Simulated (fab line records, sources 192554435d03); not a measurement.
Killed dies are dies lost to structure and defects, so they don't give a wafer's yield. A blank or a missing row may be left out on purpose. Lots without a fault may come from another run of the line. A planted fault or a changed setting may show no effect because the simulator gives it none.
A struck lot beside a sound one | flow n5_finfet | 36 steps out of a route of 1938
Sound: wafers L490.1, L490.2, L490.4. Struck: wafer L498.6. (L498.1 of the same lot was not struck and is left out.) The cause comes at the end.
At each step with rows: each side's tool, then ch and its chambers, then its first start. Under that, the readings that differ: sound wafers | struck wafers | difference of the means | sigmas: that difference in standard deviations of wafers without a fault.
alike: readings whose means differ by less than 2 such deviations, and words and numbers that are the same on both sides. not compared: withheld readings, readings that some wafer has no value for, bounds like >300 that may hide the same value, and numbers for which the record gives no deviation and whose values overlap.
The two part at a step that has a row with sigmas, a row that says differs or no value, or rows on one side only. Numbers that don't overlap but have no deviation are shown without sigmas and don't part them. A reading that every wafer of one side lacks parts them only if that side has two wafers or more.

first, 9 steps without rows for these wafers: N5_SD_EPI_N_DEVELOP_08 (develop time 30 s); N5_SD_EPI_N_DESCUM_14 (chemistry O2, time 7.9 s); N5_SD_EPI_N_ETCH_34 (etches SiARC in CF4, target depth 45.5 nm, time 75.8 s); N5_SD_EPI_N_ETCH_35 (etches SOC in N2/H2, overetch 108 nm, time 486 s); N5_SD_EPI_N_STRIP_36 (strips in N2/H2); N5_SD_EPI_N_ETCHBACK_44 (etches SiNx in CH3F/O2, stops on SiO2, target depth 14.5 nm); N5_SD_EPI_N_ETCH_45 (etches SiOCN in CH3F/O2, target depth 6 nm); N5_SD_EPI_N_ETCH_16 (etches SiO2 in CHF3/O2, target depth 5 nm); N5_SD_EPI_N_STRIP_47 (strips in CHF3/O2).
N5_SD_EPI_N_SD_RECESS_17: chemistry HBr/Cl2/O2, target depth 41 nm, time 23.7 s, bt time 3 s.
  sound on rie_si-02 ch 1,2,3, day 4 21:49; struck on rie_si-02 ch 3, day 6 20:28
  reading                                 | sound             | struck | difference | sigmas
  model.etch.depth_nm (nm)                | 41.65 40.88 41.85 | 46.66  | +5.20      |
  model.SD_EPI_N.feature_depth_nm (nm)    | 41.6 40.8 41.8    | 46.6   | +5.2       |
  model.Si_of_WELL_APT_EPI_41.thk_nm (nm) | 8.4 9.4 8.6       | 4.2    | -4.6       |
  alike: HBr_flow_sccm, drypump_motor_current_A, oes_product_au, throttle_valve_pct
  not compared: rf_hours_counter_h
then, 2 steps without rows for these wafers: N5_SD_EPI_N_STRIP_38 (strips in N2/H2); N5_SD_EPI_N_WET_ETCH_43 (etches SiO2 in dHF, time 14 s, target depth 1.5 nm).
N5_SD_EPI_N_STRIP_18: strips in SPM, time 750 s.
  sound on wet_bench-06 ch 5,6,7, day 4 22:01; struck on wet_bench-04 ch 6, day 6 20:39
  reading                                 | sound     | struck | difference | sigmas
  model.Si_of_WELL_APT_EPI_41.thk_nm (nm) | 8 9.2 8.2 | 4      | -4         |
then, 21 steps without rows for these wafers: N5_SD_EPI_N_SRD_20 (time 30 s); N5_SD_EPI_N_PRECLEAN_48 (cleans in NF3:NH3, afs cycles 2, time 20 s, sublimation time 60 s); N5_SD_EPI_N_VAPOR_ETCH_50 (etches Si in HCl, time 54 s); N5_SD_EPI_N_EPI_21 (deposits Si:P, time 690 s); N5_SD_EPI_N_PRECLEAN_24 (cleans in O3/DIW, time 60 s); N5_SD_EPI_N_SRD_25 (time 30 s); N5_SD_EPI_N_PRECLEAN_49 (cleans in NF3:NH3, afs cycles 1, time 20 s, sublimation time 60 s); N5_SD_EPI_N_LINER_46 (material SiNx, target thk 3 nm); N5_SD_EPI_P_COAT_34 (time 60 s, resist thk 350 nm); N5_SD_EPI_P_COAT_35 (time 60 s, resist thk 35 nm); N5_SD_EPI_P_COAT_03 (resist thk 150 nm); N5_SD_EPI_P_EBR_05; N5_SD_EPI_P_SOFTBAKE_04 (time 60 s); N5_SD_EPI_P_EXPOSE_06 (exposes mask SD P BLK, target cd 240 nm); N5_SD_EPI_P_PEB_07 (peb time 60 s); N5_SD_EPI_P_DEVELOP_08 (develop time 30 s); N5_SD_EPI_P_DESCUM_14 (chemistry O2, time 7.9 s); N5_SD_EPI_P_ETCH_36 (etches SiARC in CF4, target depth 45.5 nm, time 75.8 s); N5_SD_EPI_P_ETCH_37 (etches SOC in N2/H2, overetch 108 nm, time 486 s); N5_SD_EPI_P_STRIP_38 (strips in N2/H2); N5_SD_EPI_P_ETCHBACK_46 (etches SiNx in CH3F/O2, stops on SiO2, target depth 17.5 nm).
-- the record jumps here: 7 days lie between the struck wafers' starts before and after (it left off in module SD_EPI_P and takes up again in module BEOL_M4, whose first step shown is number 1111 of the route) --
N5_BEOL_M4_RC_MEAS_101:
  sound on prober-02 ch 0, day 9 09:44; struck on prober-02 ch 0, day 13 19:15
  reading            | sound          | struck | difference | sigmas
  CJ_N               | 4.40 4.30 4.39 | 4.79   | +0.43      | +4
  DIBL_N (mV/V)      | 36.5 36.5 37.1 | 44.5   | +7.8       | +5
  IOFF_N (nA/um)     | 0.15 0.15 0.17 | 0.59   | +0.43      | +14
  IOFF_N_85C (nA/um) | 3.0 3.0 3.4    | 9.4    | +6.3       | +13
  SS_N (mV/dec)      | 72.1 72.0 72.1 | 80.7   | +8.6       | +14
  alike: DIBL_P, IOFF_P, ION_N, ION_P, SS_P, VT_N, VT_P
-- the record jumps here: 5 days lie between the struck wafers' starts before and after (it left off in module BEOL_M4 and takes up again in module PASSIVATION, whose first step shown is number 1936 of the route) --
N5_PASSIVATION_PROBE_49:
  sound on prober-01, day 12 23:37; struck on prober-02, day 18 20:39
  reading                | sound          | struck | difference | sigmas
  killed_at_front_end    | 49 42 74       | 20     | -35        | -3
  sort_bin_4_leakage (%) | 0 0 0          | 75.25  | +75.25     |
  sort_n_pass            | 1066 1090 1039 | 195    | -870       | -51
  sort_yield_pct (%)     | 90.3 92.4 88.1 | 16.5   | -73.8      | -53
  alike: defect_limited_yield, killed_at_M0_to_M3, killed_at_M4_up, killed_at_contacts, killed_at_other, killed_dies, killed_open, killed_short, sort_bin_5_function, sort_bin_6_memory

WHERE THEY PART
First at N5_BEOL_M4_RC_MEAS_101; last, within this record, at N5_PASSIVATION_PROBE_49.

WHY: what the simulator had put in
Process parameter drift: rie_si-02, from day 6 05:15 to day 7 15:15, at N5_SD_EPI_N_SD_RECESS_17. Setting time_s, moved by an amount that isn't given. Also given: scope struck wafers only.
